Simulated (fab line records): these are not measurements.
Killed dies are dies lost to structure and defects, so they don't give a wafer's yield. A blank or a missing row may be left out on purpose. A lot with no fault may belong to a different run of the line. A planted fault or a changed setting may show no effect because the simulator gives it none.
Which tool did it? || flow n5 finfet || Sampling: 24 lots, 72 wafers, 3 of 1938 route steps

WHAT THE GAUGES SHOWED, per wafer
N5_BEOL_M10_THK_MEAS_01.
{"lot": "L074", "measured": "day 11 11:30", "on": "film metro-01", "M10_ILD_THK (nm)": "266 270 271"}
{"lot": "L076", "measured": "day 11 16:12", "on": "film metro-01", "M10_ILD_THK (nm)": "269 268 270"}
{"lot": "L075", "measured": "day 11 16:17", "on": "film metro-01", "M10_ILD_THK (nm)": "270 268 271"}
{"lot": "L077", "measured": "day 12 00:35", "on": "film metro-01", "M10_ILD_THK (nm)": "269 269 274"}
{"lot": "L078", "measured": "day 12 06:41", "on": "film metro-01", "M10_ILD_THK (nm)": "270 267 270"}
{"lot": "L080", "measured": "day 12 19:20", "on": "film metro-01", "M10_ILD_THK (nm)": "264 272 271"}
{"lot": "L079", "measured": "day 12 22:22", "on": "film metro-01", "M10_ILD_THK (nm)": "261 265 270"}
{"lot": "L081", "measured": "day 13 02:36", "on": "film metro-02", "M10_ILD_THK (nm)": "272 270 275"}
{"lot": "L082", "measured": "day 13 07:08", "on": "film metro-02", "M10_ILD_THK (nm)": "267 266 271"}
{"lot": "L083", "measured": "day 13 10:37", "on": "film metro-01", "M10_ILD_THK (nm)": "271 267 269"}
{"lot": "L084", "measured": "day 13 14:41", "on": "film metro-01", "M10_ILD_THK (nm)": "269 272 272"}
{"lot": "L087", "measured": "day 14 02:03", "on": "film metro-01", "M10_ILD_THK (nm)": "267 270 271"}
{"lot": "L085", "measured": "day 14 09:54", "on": "film metro-01", "M10_ILD_THK (nm)": "264 271 276"}
{"lot": "L086", "measured": "day 14 16:25", "on": "film metro-01", "M10_ILD_THK (nm)": "267 269 270"}
{"lot": "L089", "measured": "day 14 19:39", "on": "film metro-02", "M10_ILD_THK (nm)": "272 269 272"}
{"lot": "L088", "measured": "day 15 00:37", "on": "film metro-02", "M10_ILD_THK (nm)": "268 271 276"}
{"lot": "L091", "measured": "day 15 01:32", "on": "film metro-01", "M10_ILD_THK (nm)": "269 278 274"}
{"lot": "L092", "measured": "day 15 04:39", "on": "film metro-02", "M10_ILD_THK (nm)": "263 258 269"}
{"lot": "L090", "measured": "day 15 15:41", "on": "film metro-01", "M10_ILD_THK (nm)": "266 270 277"}
{"lot": "L095", "measured": "day 16 09:09", "on": "film metro-02", "M10_ILD_THK (nm)": "271 274 279"}
{"lot": "L093", "measured": "day 16 09:26", "on": "film metro-01", "M10_ILD_THK (nm)": "269 266 274"}
{"lot": "L094", "measured": "day 16 21:25", "on": "film metro-01", "M10_ILD_THK (nm)": "267 269 271"}
{"lot": "L097", "measured": "day 17 14:28", "on": "film metro-01", "M10_ILD_THK (nm)": "266 272 268"}
{"lot": "L096", "measured": "day 17 17:09", "on": "film metro-02", "M10_ILD_THK (nm)": "268 272 273"}

N5_BEOL_M10_INSPECT_30: inspects for defects (brightfield).
{"lot": "L074", "measured": "day 11 14:02", "on": "defect inspect-01", "raw defect count": "392 438 393"}
{"lot": "L076", "measured": "day 11 19:40", "on": "defect inspect-02", "raw defect count": "399 510 409"}
{"lot": "L075", "measured": "day 11 19:50", "on": "defect inspect-02", "raw defect count": "345 421 364"}
{"lot": "L077", "measured": "day 12 02:37", "on": "defect inspect-02", "raw defect count": "351 329 367"}
{"lot": "L078", "measured": "day 12 11:44", "on": "defect inspect-02", "raw defect count": "318 427 437"}
{"lot": "L080", "measured": "day 12 22:08", "on": "defect inspect-02", "raw defect count": "446 401 436"}
{"lot": "L079", "measured": "day 13 02:26", "on": "defect inspect-02", "raw defect count": "476 563 430"}
{"lot": "L081", "measured": "day 13 05:20", "on": "defect inspect-02", "raw defect count": "386 424 264"}
{"lot": "L082", "measured": "day 13 10:52", "on": "defect inspect-02", "raw defect count": "465 422 592"}
{"lot": "L083", "measured": "day 13 15:10", "on": "defect inspect-02", "raw defect count": "470 469 618"}
{"lot": "L084", "measured": "day 13 21:11", "on": "defect inspect-02", "raw defect count": "367 382 379"}
{"lot": "L087", "measured": "day 14 04:43", "on": "defect inspect-01", "raw defect count": "283 335 371"}
{"lot": "L085", "measured": "day 14 13:49", "on": "defect inspect-01", "raw defect count": "637 433 419"}
{"lot": "L086", "measured": "day 14 20:58", "on": "defect inspect-02", "raw defect count": "339 340 314"}
{"lot": "L089", "measured": "day 14 22:43", "on": "defect inspect-01", "raw defect count": "537 565 475"}
{"lot": "L088", "measured": "day 15 05:24", "on": "defect inspect-02", "raw defect count": "457 457 482"}
{"lot": "L091", "measured": "day 15 05:14", "on": "defect inspect-02", "raw defect count": "507 376 387"}
{"lot": "L092", "measured": "day 15 08:47", "on": "defect inspect-01", "raw defect count": "389 475 385"}
{"lot": "L090", "measured": "day 15 18:40", "on": "defect inspect-02", "raw defect count": "410 311 457"}
{"lot": "L095", "measured": "day 16 18:07", "on": "defect inspect-02", "raw defect count": "410 505 402"}
{"lot": "L093", "measured": "day 16 17:56", "on": "defect inspect-01", "raw defect count": "367 395 427"}
{"lot": "L094", "measured": "day 17 00:57", "on": "defect inspect-02", "raw defect count": "505 476 486"}
{"lot": "L097", "measured": "day 17 18:27", "on": "defect inspect-02", "raw defect count": "347 469 291"}
{"lot": "L096", "measured": "day 17 20:13", "on": "defect inspect-02", "raw defect count": "255 423 265"}

WHICH TOOL RAN EACH LOT (tool, then ch and the chambers of the sampled wafers, then the start)
{"lot": "L074", "N5_BEOL_M10_HM_DEP_02": "pvd sputter-01, day 11 12:29"}
{"lot": "L076", "N5_BEOL_M10_HM_DEP_02": "pvd sputter-03, day 11 17:58"}
{"lot": "L075", "N5_BEOL_M10_HM_DEP_02": "pvd sputter-02, day 11 18:01"}
{"lot": "L077", "N5_BEOL_M10_HM_DEP_02": "pvd sputter-03, day 12 00:52"}
{"lot": "L078", "N5_BEOL_M10_HM_DEP_02": "pvd sputter-03, day 12 07:29"}
{"lot": "L080", "N5_BEOL_M10_HM_DEP_02": "pvd sputter-03, day 12 20:05"}
{"lot": "L079", "N5_BEOL_M10_HM_DEP_02": "pvd sputter-01, day 12 23:07"}
{"lot": "L081", "N5_BEOL_M10_HM_DEP_02": "pvd sputter-03, day 13 03:19"}
{"lot": "L082", "N5_BEOL_M10_HM_DEP_02": "pvd sputter-03, day 13 08:33"}
{"lot": "L083", "N5_BEOL_M10_HM_DEP_02": "pvd sputter-03, day 13 12:05"}
{"lot": "L084", "N5_BEOL_M10_HM_DEP_02": "pvd sputter-02, day 13 15:58"}
{"lot": "L087", "N5_BEOL_M10_HM_DEP_02": "pvd sputter-01, day 14 03:17"}
{"lot": "L085", "N5_BEOL_M10_HM_DEP_02": "pvd sputter-01, day 14 12:16"}
{"lot": "L086", "N5_BEOL_M10_HM_DEP_02": "pvd sputter-01, day 14 17:13"}
{"lot": "L089", "N5_BEOL_M10_HM_DEP_02": "pvd sputter-03, day 14 21:10"}
{"lot": "L088", "N5_BEOL_M10_HM_DEP_02": "pvd sputter-02, day 15 02:26"}
{"lot": "L091", "N5_BEOL_M10_HM_DEP_02": "pvd sputter-02, day 15 02:38"}
{"lot": "L092", "N5_BEOL_M10_HM_DEP_02": "pvd sputter-03, day 15 06:04"}
{"lot": "L090", "N5_BEOL_M10_HM_DEP_02": "pvd sputter-01, day 15 17:04"}
{"lot": "L095", "N5_BEOL_M10_HM_DEP_02": "pvd sputter-02, day 16 12:55"}
{"lot": "L093", "N5_BEOL_M10_HM_DEP_02": "pvd sputter-02, day 16 13:08"}
{"lot": "L094", "N5_BEOL_M10_HM_DEP_02": "pvd sputter-03, day 16 22:31"}
{"lot": "L097", "N5_BEOL_M10_HM_DEP_02": "pvd sputter-01, day 17 14:56"}
{"lot": "L096", "N5_BEOL_M10_HM_DEP_02": "pvd sputter-03, day 17 18:41"}
- N5_BEOL_M10_HM_DEP_02: deposits TiN, target thk 20 nm.

AS READ BY THE TOOLS THEMSELVES (means over the sampled wafers that have a number; for cases with no such wafer, the mark the record gives instead)
N5_BEOL_M10_HM_DEP_02.
{"lot": "L074", "tool": "pvd sputter-01", "throttle valve pct (%)": 29.5}
{"lot": "L076", "tool": "pvd sputter-03", "throttle valve pct (%)": 29.9}
{"lot": "L075", "tool": "pvd sputter-02", "throttle valve pct (%)": 30.5}
{"lot": "L077", "tool": "pvd sputter-03", "throttle valve pct (%)": 30.3}
{"lot": "L078", "tool": "pvd sputter-03", "throttle valve pct (%)": 30.4}
{"lot": "L080", "tool": "pvd sputter-03", "throttle valve pct (%)": 29.7}
{"lot": "L079", "tool": "pvd sputter-01", "throttle valve pct (%)": 29.8}
{"lot": "L081", "tool": "pvd sputter-03", "throttle valve pct (%)": 29.2}
{"lot": "L082", "tool": "pvd sputter-03", "throttle valve pct (%)": 30.0}
{"lot": "L083", "tool": "pvd sputter-03", "throttle valve pct (%)": 29.4}
{"lot": "L084", "tool": "pvd sputter-02", "throttle valve pct (%)": 30.3}
{"lot": "L087", "tool": "pvd sputter-01", "throttle valve pct (%)": 30.4}
{"lot": "L085", "tool": "pvd sputter-01", "throttle valve pct (%)": 30.0}
{"lot": "L086", "tool": "pvd sputter-01", "throttle valve pct (%)": 29.9}
{"lot": "L089", "tool": "pvd sputter-03", "throttle valve pct (%)": 30.1}
{"lot": "L088", "tool": "pvd sputter-02", "throttle valve pct (%)": 29.8}
{"lot": "L091", "tool": "pvd sputter-02", "throttle valve pct (%)": 30.3}
{"lot": "L092", "tool": "pvd sputter-03", "throttle valve pct (%)": 30.7}
{"lot": "L090", "tool": "pvd sputter-01", "throttle valve pct (%)": 30.1}
{"lot": "L095", "tool": "pvd sputter-02", "throttle valve pct (%)": 31.1}
{"lot": "L093", "tool": "pvd sputter-02", "throttle valve pct (%)": 30.0}
{"lot": "L094", "tool": "pvd sputter-03", "throttle valve pct (%)": 29.7}
{"lot": "L097", "tool": "pvd sputter-01", "throttle valve pct (%)": 30.2}
{"lot": "L096", "tool": "pvd sputter-03", "throttle valve pct (%)": 30.5}

THE ANSWER, worked out from the rows above alone
Rule: what is usual is taken from the lots themselves. The widest of any qualifying gaps counts: lots, ordered by their means at a reading, are off when they make up no more than a third of the lots, leave a main group of 4 or more, and stand apart from it by 3 or more times the standard deviation of that group's means. The tables above print the reading to a certain number of digits; a main group whose means all agree to those digits is not used. Also off: a lot with no number at a reading for which 4 or more lots have one. Any other lot the step has rows for is counted as sound. Order of review: gauges by route order, followed by the tools' own readings, for which a lot's mean as printed above is used. At the first step where some lot is off, the reading lying furthest off is the one used; lots without a number count as furthest.
None of the lots is off at any reading shown; this tells nothing.

WHAT WAS PUT IN BY THE SIMULATOR
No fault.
